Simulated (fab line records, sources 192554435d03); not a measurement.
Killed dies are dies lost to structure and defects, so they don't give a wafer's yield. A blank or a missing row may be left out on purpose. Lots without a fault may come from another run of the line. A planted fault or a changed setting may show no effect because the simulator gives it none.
fab line records | flow n5_finfet
record lots=8 wafers=21 last_day=19
route steps=1938 shown BEOL_M4@1111 BEOL_M14@1764 BEOL_M15@1824 MIM_TOP@1836 PASSIVATION@1936
lots that met no fault: from a run of the same line without faults
start_h: hours from the record's first day to the start of the lot's first wafer shown | wait_h: hours since the lot's step before | " the same as in the row above | L1.1+2: a row that stands for several wafers | - no value, or no start given | * or withheld: withheld | < > ~ a bound
route shown NAME@n: a module of which the file shows steps, and the number in the route of the first | usual: mean/standard deviation of fault-free wafers | same: alike in all rows | chamber/n: place in a boat | sites: the reading at each site | _std_site: their standard deviation | _edge_site: outer sites' mean less inner sites' | radius_mm: how far each site lies from the wafer's centre | mask NAME#n: copy n | behind: the tool/chamber that last shaped the wafer | hold: why the lot was held/for how many hours/how that ended | device: the transistor (n, p or np) that didn't switch | end of line: the same wafers' tests at the end of the route | a step without rows: its recipe alone | killed: dies lost to structure and defects at the first sort, not the wafer's yield | map: a wafer's dies, x killed, . not, _ none there
set.NAME: the setting as run; set.NAME@STEP: as run at that earlier step | model.NAME: the simulator's own value behind a step, which no gauge read
steps of the route over a sample of lots; a table a step, a row a wafer
services: from which hour (start_h, from the record's first day; less than 0 if before it) a tool's chamber was out of use, for how many hours, and why
## steps
# step N5_BEOL_M4_RC_MEAS_101
# usual DIBL_N=35.1/1.6 DIBL_P=34.9/1.8 IOFF_N=0.143/0.026 IOFF_P=0.21/0.037 ION_N=671/11 ION_P=463/7.8 SS_N=71.2/0.58 SS_P=73.0/0.54 VT_N=251/3 VT_P=-250/4.1
# columns lot.wafer tool chamber start_h wait_h DIBL_N[mV/V] DIBL_P[mV/V] IOFF_N[nA/um] IOFF_P[nA/um] ION_N[uA/um] ION_P[uA/um] SS_N[mV/dec] SS_P[mV/dec] VT_N[mV] VT_P[mV]
L600.2 prober-01 0 177.95 0.2 31.8 30.7 0.109 0.15 658 457 71.1 71.7 253 -253
L600.3 " 0 " " 34.7 35.7 0.146 0.21 667 465 72.3 73.5 250 -249
L600.5 " 0 " " 31.2 30.9 0.097 0.15 652 457 70.0 71.7 256 -250
L602.3 prober-01 0 196.47 0.3 33.5 33.1 0.131 0.17 676 461 71.2 72.3 249 -254
L602.5 " 0 " " 33.3 32.9 0.129 0.17 670 453 71.2 73.0 251 -255
L602.6 " 0 " " 34.0 33.4 0.138 0.16 675 460 70.9 73.1 253 -254
L604.2 prober-02 0 211.34 0.2 33.6 34.0 0.139 0.22 672 467 71.6 73.1 250 -246
L604.4 " 0 " " 31.6 31.3 0.109 0.18 659 467 70.8 71.9 252 -249
L606.2 prober-01 0 237.14 0.2 35.0 34.1 0.118 0.16 657 451 71.6 72.6 257 -256
L606.3 " 0 " " 34.8 33.8 0.119 0.15 654 450 71.5 72.9 255 -261
L605.1 prober-01 0 241.00 0.0 34.3 35.1 0.135 0.20 681 467 71.2 73.2 254 -248
L605.2 " 0 " " 35.9 36.5 0.155 0.23 691 467 71.6 73.7 251 -246
L618.1 prober-01 0 317.73 0.0 33.6 33.2 0.113 0.18 655 462 70.6 72.5 253 -249
L618.2 " 0 " " 36.4 36.0 0.156 0.22 676 475 71.6 73.7 252 -248
L618.4 " 0 " " 33.3 32.2 0.106 0.16 656 455 70.8 71.9 255 -252
L621.3 prober-01 0 339.92 0.9 37.5 36.4 0.162 0.26 673 469 71.4 73.5 252 -244
L621.5 " 0 " " 35.5 34.0 0.135 0.23 673 466 71.0 73.5 251 -247
L621.6 " 0 " " 36.4 35.6 0.157 0.25 677 476 71.7 74.0 250 -243
L622.1 prober-01 0 340.87 0.0 35.0 35.3 0.138 0.21 667 463 71.1 73.1 249 -248
L622.5 " 0 " " 34.8 36.6 0.135 0.23 661 462 71.2 73.1 249 -247
L622.6 " 0 " " 35.2 35.1 0.132 0.21 677 474 71.0 73.1 249 -248
# step N5_BEOL_M14_SPUTTER_45
# recipe material=Cu target_thk_a=1000 temp_c=-20 bias_v=60 power_w=26000 chamber_pressure_pa=0.13 time_s=16.67
# usual cathode_dc_power_W=26000/5 throttle_valve_pct=30.8/1
# columns lot.wafer tool chamber start_h wait_h cathode_dc_power_W throttle_valve_pct
L600.2 pvd_sputter-02 - 277.93 0.0 26009 31.6
L600.3 " - " " 26001 32.3
L600.5 " - " " 26000 31.6
L602.3 pvd_sputter-02 - 300.96 0.0 26004 30.0
L602.5 " - " " 26004 32.3
L602.6 " - " " 26003 30.3
L604.2 pvd_sputter-02 - 311.65 0.0 25999 31.6
L604.4 " - " " 25993 32.3
L606.2 pvd_sputter-02 - 323.52 0.0 26001 30.2
L606.3 " - " " 25998 30.1
L605.1 pvd_sputter-02 - 328.08 0.0 25994 31.6
L605.2 " - " " 25993 30.5
L618.1 pvd_sputter-01 - 400.88 0.0 25991 29.7
L618.2 " - " " 26002 32.2
L618.4 " - " " 26012 30.9
L621.3 pvd_sputter-01 - 431.18 0.0 25999 30.6
L621.5 " - " " 25999 30.6
L621.6 " - " " 25996 32.3
L622.1 pvd_sputter-03 - 431.44 0.0 26001 30.9
L622.5 " - " " 26001 30.9
L622.6 " - " " 26001 30.2
# step N5_BEOL_M15_CMP_49
# recipe stop_on=SiO2 t_overpolish_s=4.9 down_force_psi=2 platen_rpm=80 clearing_platen_down_force_psi=2 clearing_platen_rpm=80 post_cmp_clean=cu_alkaline target_thk_nm=850 clearing_platen_pad_velocity_m_s=1.5917 pad_velocity_m_s=1.5917
# usual barrier_field_endpoint_s=11.34/0.22 motor_current_A=7.9/1.1 overpolish_run_s=4.899/0.0085 slurry_filter_dp_kPa=13.49/0.14
# columns lot.wafer tool chamber start_h wait_h barrier_field_endpoint_s motor_current_A overpolish_run_s slurry_filter_dp_kPa
L600.3 cmp-03 1 287.19 0.2 11.21 8.1 4.911 13.68
L600.2 " 2 " " 11.48 8.1 4.902 13.63
L600.5 " 1 " " 11.32 8.0 4.905 13.55
L602.3 cmp-02 0 306.80 0.2 11.47 9.0 4.900 13.68
L602.6 " 3 " " 11.39 8.2 4.896 13.46
L602.5 " 0 " " 11.83 8.6 4.894 13.17
L604.2 cmp-01 3 317.69 0.2 11.69 6.7 4.888 13.65
L604.4 " 2 " " 11.40 7.5 4.907 13.39
L606.2 cmp-01 3 331.44 0.2 11.42 6.8 4.897 13.38
L606.3 " 0 " " 11.27 7.5 4.898 13.55
L605.1 cmp-03 3 338.21 0.3 11.61 6.5 4.897 13.53
L605.2 " 0 " " 11.32 10.4 4.902 13.48
L618.2 cmp-01 1 408.01 0.2 11.39 8.0 4.898 13.49
L618.1 " 2 " " 11.29 7.1 4.906 13.40
L618.4 " 0 " " 11.40 6.8 4.908 13.60
L621.3 cmp-02 1 443.19 0.2 11.10 6.9 4.894 13.44
L621.5 " 0 " " 11.00 8.0 4.902 13.65
L621.6 " 1 " " 11.54 6.7 4.915 13.64
L622.1 cmp-01 0 443.57 0.4 11.58 6.9 4.909 13.49
L622.6 " 1 " " 11.13 8.0 4.907 13.63
L622.5 " 2 " " 10.93 7.2 4.908 13.50
# step N5_BEOL_M15_THK_MEAS_50
# recipe thk_meas_gauge=xrf reads=Cu_of_BEOL_M15_ECD_47
# usual M15_THK=849/16
# columns lot.wafer tool chamber start_h wait_h M15_THK[nm]
L600.2 film_metro-01 - 287.45 - 878
L600.3 " - " " 832
L600.5 " - " " 843
L602.3 film_metro-02 - 307.05 - 860
L602.5 " - " " 849
L602.6 " - " " 860
L604.2 film_metro-02 - 317.99 - 830
L604.4 " - " " 867
L606.2 film_metro-02 - 331.73 - 845
L606.3 " - " " 850
L605.1 film_metro-01 - 338.50 - 845
L605.2 " - " " 831
L618.1 film_metro-02 - 408.31 - 847
L618.2 " - " " 856
L618.4 " - " " 850
L621.3 film_metro-01 - 443.45 - 842
L621.5 " - " " 879
L621.6 " - " " 859
L622.1 film_metro-01 - 443.75 - 841
L622.5 " - " " 844
L622.6 " - " " 860
# step N5_BEOL_M15_RC_MEAS_101
# usual COMB_M10=1.49e-11/2.9e-12 COMB_M10_max_site=2.1e-11/5.2e-12 COMB_M11=1.6e-11/3.4e-12 COMB_M12=6.7e-12/1.7e-12 COMB_M13=5.2e-12/1.5e-12 COMB_M13_max_site=7.3e-12/1.9e-12 COMB_M14=4e-12/1.3e-12 COMB_M15=2.8e-12/1.2e-12 COMB_M5=3.8e-11/7.7e-12 COMB_M6=2.6e-11/5.3e-12 COMB_M7=2.7e-11/5.6e-12 COMB_M8=2.5e-11/5.9e-12 COMB_M9=1.5e-11/3.2e-12 SERP_M10=3.05/0.082 SERP_M11=3.06/0.085 SERP_M12=0.644/0.018 SERP_M13=0.308/0.0066 SERP_M14=0.161/0.0035 SERP_M14_max_site=0.163/0.0036 SERP_M5=39.0/1.6 SERP_M6=13.7/0.46 SERP_M6_max_site=14.3/0.52 SERP_M7=13.7/0.55 SERP_M8=13.7/0.5 SERP_M8_max_site=14.2/0.55 SERP_M9=3.06/0.088
# columns lot.wafer tool chamber start_h wait_h COMB_M10[S/m] COMB_M10_max_site[S/m] COMB_M11[S/m] COMB_M12[S/m] COMB_M13[S/m] COMB_M13_max_site[S/m] COMB_M14[S/m] COMB_M15[S/m] COMB_M5[S/m] COMB_M6[S/m] COMB_M7[S/m] COMB_M8[S/m] COMB_M9[S/m] SERP_M10[ohm/um] SERP_M11[ohm/um] SERP_M12[ohm/um] SERP_M13[ohm/um] SERP_M14[ohm/um] SERP_M14_max_site[ohm/um] SERP_M5[ohm/um] SERP_M6[ohm/um] SERP_M6_max_site[ohm/um] SERP_M7[ohm/um] SERP_M8[ohm/um] SERP_M8_max_site[ohm/um] SERP_M9[ohm/um]
L600.2 prober-02 0 287.78 0.2 1.14e-11 1.8e-11 1.8e-11 6e-12 3.7e-12 5.4e-12 3.1e-12 1.6e-12 3e-11 2.4e-11 2.8e-11 3.3e-11 1.5e-11 3.00 2.95 0.642 0.315 0.158 0.160 37.0 13.6 14.2 14.0 14.0 14.4 3.15
L600.3 " 0 " " 7.9e-12 1.3e-11 2.2e-11 8.2e-12 3.7e-12 7e-12 4.6e-12 1.1e-12 3e-11 2.3e-11 2.4e-11 3.2e-11 2.2e-11 3.13 3.01 0.641 0.305 0.160 0.161 40.4 13.8 14.6 13.5 14.1 14.2 2.90
L600.5 " 0 " " 1.3e-11 1.7e-11 1.5e-11 5.1e-12 3.5e-12 5.4e-12 4.2e-12 2.3e-12 4e-11 2.6e-11 2.5e-11 2.8e-11 2.3e-11 3.05 3.07 0.636 0.317 0.159 0.162 38.6 13.3 14.0 13.1 13.9 14.3 3.07
L602.3 prober-01 0 307.54 0.3 1.77e-11 2.5e-11 2e-11 7.6e-12 5.3e-12 7.1e-12 5e-12 4.1e-12 4.7e-11 2.3e-11 2.8e-11 1.7e-11 1.5e-11 3.01 3.08 0.661 0.310 0.164 0.165 37.2 14.2 15.0 14.2 13.7 14.4 3.13
L602.5 " 0 " " 1.26e-11 2.2e-11 1.8e-11 7.9e-12 6.3e-12 8.3e-12 5.4e-12 3.5e-12 3.7e-11 2.9e-11 3e-11 3.2e-11 1.6e-11 3.03 3.13 0.641 0.318 0.160 0.161 36.3 14.3 15.0 14.4 14.5 15.1 3.19
L602.6 " 0 " " 1.11e-11 1.7e-11 1.8e-11 7.2e-12 5e-12 6.5e-12 5.1e-12 3.7e-12 3.2e-11 3.6e-11 2.5e-11 2.8e-11 2e-11 3.17 3.08 0.653 0.314 0.164 0.166 37.4 13.2 13.5 14.0 14.4 15.3 3.08
L604.2 prober-02 0 318.32 0.2 1.31e-11 1.7e-11 2.3e-11 6e-12 2.7e-12 4.6e-12 2.6e-12 1.5e-12 4.8e-11 2.5e-11 2.5e-11 2.6e-11 1.3e-11 3.02 2.92 0.625 0.306 0.157 ~370.37 39.6 15.1 15.7 13.9 13.9 14.2 3.01
L604.4 " 0 " " 1.39e-11 1.5e-11 1.7e-11 3.7e-12 1.9e-12 3.9e-12 1.3e-12 1.3e-12 3.2e-11 2.7e-11 1.7e-11 2.9e-11 1.5e-11 3.05 3.14 0.624 0.310 0.154 0.156 39.8 13.9 14.4 13.9 13.7 14.0 2.81
L606.2 prober-02 0 332.10 0.2 1.27e-11 1.5e-11 1.5e-11 4.6e-12 3.8e-12 5.4e-12 3.6e-12 1.8e-12 2.3e-11 2.1e-11 2.5e-11 2.6e-11 1e-11 3.06 3.07 0.617 0.295 0.160 ~370.37 38.9 13.9 14.5 13.8 13.1 13.8 3.04
L606.3 " 0 " " 1.22e-11 2e-11 8e-12 4.8e-12 4.7e-12 7.6e-12 3e-12 2.1e-12 5.5e-11 1.9e-11 1.7e-11 2.5e-11 1e-11 3.02 3.04 0.615 0.304 0.160 0.161 37.6 13.5 14.0 14.1 13.0 13.2 3.09
L605.1 prober-01 0 338.68 0.0 1.47e-11 2.1e-11 1.5e-11 8.2e-12 5.7e-12 1.03e-11 5.5e-12 3.5e-12 4.3e-11 1.6e-11 2.7e-11 2.8e-11 1.4e-11 3.05 3.15 0.648 0.317 0.161 ~370.37 38.9 13.3 13.9 13.6 13.7 14.1 3.08
L605.2 " 0 " " 1.75e-11 2.4e-11 1.6e-11 8.7e-12 5.7e-12 6.5e-12 5.2e-12 4.2e-12 4.8e-11 2e-11 2.6e-11 2.6e-11 1.5e-11 3.04 2.99 0.653 0.317 0.164 ~370.37 37.4 13.2 13.8 13.4 13.9 14.5 3.16
L618.1 prober-02 0 408.53 0.0 1.78e-11 2.1e-11 2.2e-11 5.5e-12 2.7e-12 6.3e-12 2.6e-12 3.1e-12 3e-11 2.2e-11 2.2e-11 2.3e-11 1e-11 2.90 3.15 0.629 0.309 0.164 0.167 38.7 14.7 15.7 13.2 14.0 14.8 3.07
L618.2 " 0 " " 2.07e-11 2.5e-11 1.4e-11 5.1e-12 5.5e-12 6.5e-12 3e-12 1.9e-12 3.5e-11 2.9e-11 2.5e-11 3.3e-11 1.4e-11 2.97 2.93 0.650 0.309 0.160 0.162 40.3 14.2 14.8 13.1 14.1 14.7 3.08
L618.4 " 0 " " 1.59e-11 2.1e-11 1.4e-11 4.2e-12 2.7e-12 4e-12 1.5e-12 2.2e-12 3.5e-11 2.7e-11 3.3e-11 2.3e-11 1.2e-11 2.97 3.06 0.654 0.303 0.164 0.166 40.6 13.9 14.5 12.5 12.6 13.3 2.96
L622.1 prober-01 0 443.93 0.0 1.73e-11 2.2e-11 1.9e-11 8.6e-12 6.5e-12 9.9e-12 4.5e-12 4.6e-12 3e-11 3.1e-11 2.9e-11 2.6e-11 1.7e-11 3.15 3.05 0.649 0.299 0.163 0.164 37.2 13.3 13.8 13.3 14.2 14.6 3.08
L622.5 " 0 " " 2.13e-11 2.5e-11 2.3e-11 9.2e-12 7.1e-12 1.1e-11 5.8e-12 4.4e-12 4.9e-11 3.2e-11 3e-11 2.7e-11 2.2e-11 3.22 2.99 0.640 0.310 0.166 0.168 40.4 13.8 14.1 12.9 14.1 14.9 3.07
L622.6 " 0 " " 1.42e-11 2.6e-11 2e-11 8.7e-12 7.9e-12 9.7e-12 4.4e-12 4.4e-12 3.3e-11 3.1e-11 3.2e-11 2.1e-11 1.5e-11 3.13 2.96 0.661 0.299 0.159 0.162 39.2 13.7 14.2 13.2 14.0 14.4 3.00
L621.3 prober-02 0 443.94 0.3 1.6e-11 2.1e-11 1.1e-11 3.9e-12 3.6e-12 5.8e-12 3.3e-12 2.3e-12 3.4e-11 2.2e-11 2.7e-11 2.9e-11 1e-11 3.05 2.94 0.617 0.315 0.159 0.160 39.7 13.7 14.5 14.3 13.5 14.3 2.97
L621.5 " 0 " " 1.97e-11 2.7e-11 1.7e-11 4.9e-12 3.9e-12 5.3e-12 3e-12 2.1e-12 3.7e-11 1.8e-11 1.6e-11 2.9e-11 1.3e-11 3.04 3.08 0.660 0.310 0.162 0.165 41.6 14.6 15.0 14.2 13.9 14.5 3.02
L621.6 " 0 " " 1.22e-11 2.6e-11 1.5e-11 6e-12 5.2e-12 7.3e-12 3.3e-12 1.7e-12 5.2e-11 2.4e-11 2.9e-11 2.9e-11 1.6e-11 2.91 2.91 0.620 0.290 0.168 0.169 39.1 13.5 14.0 13.7 13.4 13.9 3.00
# step N5_MIM_TOP_ALD_02
# recipe material=Al2O3 target_thk_a=* temp_c=withheld ald_precursor_family=TMA ald_co_reactant=O3 pulse_time_s=withheld purge_time_s=3 co_reactant_purge_time_s=withheld co_reactant_pulse_time_s=3 ald_cycles=withheld
# usual precursor_pulse_height_rel=1.001/0.021
# columns lot.wafer tool chamber start_h wait_h precursor_pulse_height_rel
L600.2 ald_hk-03 2 - - 1.009
L600.3 " 0 " " 0.990
L600.5 " 0 " " 0.997
L602.3 ald_hk-02 0 - - 0.983
L602.5 " 2 " " 1.003
L602.6 " 1 " " 1.021
L604.2 ald_hk-01 0 - - 0.991
L604.4 " 2 " " 0.996
L606.2 ald_hk-03 3 - - 1.006
L606.3 " 1 " " 0.990
L605.1 ald_hk-03 0 - - 0.978
L605.2 " 1 " " 0.996
L618.1 ald_hk-01 3 - - 0.983
L618.2 " 0 " " 0.997
L618.4 " 1 " " 1.015
L621.3 ald_hk-03 3 - - 0.986
L621.5 " 3 " " 0.978
L621.6 " 2 " " 0.994
L622.1 ald_hk-02 1 - - 0.999
L622.5 " 0 " " 1.000
L622.6 " 1 " " 1.004
# step N5_PASSIVATION_PROBE_49
# usual defect_limited_yield=91.1/1.4 killed_at_M0_to_M3=36/11 killed_at_M4_up=14/5.2 killed_at_contacts=12/6.1 killed_at_front_end=40/12 killed_at_other=3.2/2.5 killed_dies=105/16 killed_on_rim=14/4.4 killed_open=68/12 killed_short=35/8.7 sort_bin_5_function=5.2/0.89 sort_bin_6_memory=3.3/0.66 sort_n_pass=1074/16 sort_yield_pct=91.1/1.4
# same gross_dies=1180 killed_at_back_side=0 sort_bin_4_leakage[%]=0 sort_bin_8_speed[%]=0
# columns lot.wafer tool chamber start_h wait_h defect_limited_yield[%] killed_at_M0_to_M3 killed_at_M4_up killed_at_contacts killed_at_front_end killed_at_other killed_dies killed_on_rim killed_open killed_short sort_bin_5_function[%] sort_bin_6_memory[%] sort_n_pass sort_yield_pct[%]
L604.2 prober-01 - 332.91 0.1 75.3 30 225 7 28 1 291 48 48 30 15.3 9.0 889 75.3
L604.4 prober-01 - 333.01 0.2 92.1 38 12 9 31 3 93 12 57 35 5.2 2.2 1087 92.1
L606.2 prober-02 - 349.21 0.1 71.7 48 238 10 37 1 334 46 64 32 18.1 9.7 846 71.7
L606.3 prober-02 - 349.26 0.1 89.7 41 22 8 49 1 121 12 84 36 5.1 4.5 1059 89.7
L605.1 prober-02 - 352.72 0.0 72.8 39 222 19 40 1 321 42 71 37 16.5 10.2 859 72.8
L605.2 prober-02 - 352.77 0.1 74.0 35 219 17 34 2 307 51 69 28 15.6 10.2 873 74.0
# killed by level:class
L604.2 BEOL_M14:interface_void_opened=211 BEOL_M0_SAQP:geometric_particle:open=7 BEOL_M0_SAQP:geometric_particle:short=7 BEOL_M4:geometric_particle:open=7 MOL_CONTACT_COAG:geometric_particle:open=6 FIN_SAQP:geometric_particle:open=5 BEOL_M2:geometric_particle:open=5 STARTING-WAFER:geometric_particle:short=5
L604.4 FIN_SAQP:geometric_particle:open=11 BEOL_M2:geometric_particle:open=11 BEOL_M0_SAQP:geometric_particle:short=9 FIN_SAQP:geometric_particle:short=7 MOL_CONTACT_COAG:geometric_particle:open=6 BEOL_M0_SAQP:geometric_particle:open=5 BEOL_M3:geometric_particle:open=5 DUMMY_GATE:geometric_particle:open=4
L606.2 BEOL_M14:interface_void_opened=233 BEOL_M0_SAQP:geometric_particle:open=20 BEOL_M0_SAQP:geometric_particle:short=19 STI_FIN_REVEAL:geometric_particle:open=12 MOL_CONTACT_COAG:geometric_particle:open=8 FIN_SAQP:geometric_particle:short=5 FIN_SAQP:geometric_particle:open=4 BEOL_M3:geometric_particle:open=3
L606.3 STI_FIN_REVEAL:geometric_particle:open=17 BEOL_M2:geometric_particle:open=16 BEOL_M4:geometric_particle:open=13 BEOL_M0_SAQP:geometric_particle:open=8 MOL_CONTACT_COAG:geometric_particle:open=7 DUMMY_GATE:geometric_particle:open=6 ILD0:geometric_particle:open=6 STI_FIN_REVEAL:geometric_particle:short=5
L605.1 BEOL_M14:interface_void_opened=211 STI_FIN_REVEAL:geometric_particle:open=14 MOL_CONTACT_COAG:geometric_particle:open=14 BEOL_M0_SAQP:geometric_particle:short=9 BEOL_M2:geometric_particle:open=8 DUMMY_GATE:geometric_particle:open=7 BEOL_M0_SAQP:geometric_particle:open=7 FIN_SAQP:geometric_particle:short=6
L605.2 BEOL_M14:interface_void_opened=208 STI_FIN_REVEAL:geometric_particle:open=12 MOL_CONTACT_COAG:geometric_particle:open=11 BEOL_M0_SAQP:geometric_particle:open=9 FIN_SAQP:geometric_particle:short=8 BEOL_M1:geometric_particle:open=6 BEOL_M3:geometric_particle:open=6 BEOL_M4:geometric_particle:open=5
## services
# columns tool chamber start_h hours kind
pvd_sputter-03 - 256.81 10.5 repair
ald_hk-02 - 261.67 8.7 pm
cmp-01 - 271.38 4.5 repair
cmp-01 - 311.58 2.0 repair
cmp-01 - 317.92 4.0 pm
cmp-01 - 321.92 - consumable_replace:conditioner
cmp-01 - 321.92 - consumable_replace:pad
cmp-01 - 325.08 1.0 repair
cmp-02 - 339.95 0.9 repair
cmp-03 - 366.27 5.1 pm
cmp-02 - 368.98 4.0 pm
cmp-02 - 372.98 - consumable_replace:conditioner
cmp-02 - 372.98 - consumable_replace:pad
pvd_sputter-02 - 394.73 1.5 repair
cmp-01 - 397.26 1.1 repair
cmp-02 - 397.58 0.9 repair
cmp-03 - 408.77 1.9 repair
cmp-02 - 409.81 0.5 repair
ald_hk-01 - 428.85 8.7 pm
cmp-02 - 436.90 4.3 repair
pvd_sputter-03 - 440.43 2.1 repair
## key
first_sign step=N5_BEOL_M15_RC_MEAS_101 reading=SERP_M14_max_site direction=up sigmas=99+ usual=0.163 struck=~370.37
effect step=N5_PASSIVATION_PROBE_49 reading=killed_at_M4_up direction=up sigmas=41 usual=14 struck=226
more_kills_born_at N5_BEOL_M14_SPUTTER_45@pvd_sputter-02=863
met_at N5_BEOL_M14_SPUTTER_45
struck_lots L604,L605,L606
struck_wafers L604.2,L605.1,L605.2,L606.2
not_acting_at N5_BEOL_M15_CMP_49,N5_BEOL_M15_THK_MEAS_50,N5_MIM_TOP_ALD_02
onset_between 300.96 311.65
fault kind=process_parameter_drift tool=pvd_sputter-02 chamber=- onset_h=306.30 steps=N5_BEOL_M14_SPUTTER_45 channel=time_s offset=* shape=step end_h=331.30 scope=struck_wafers_only acts_in=* stated=*
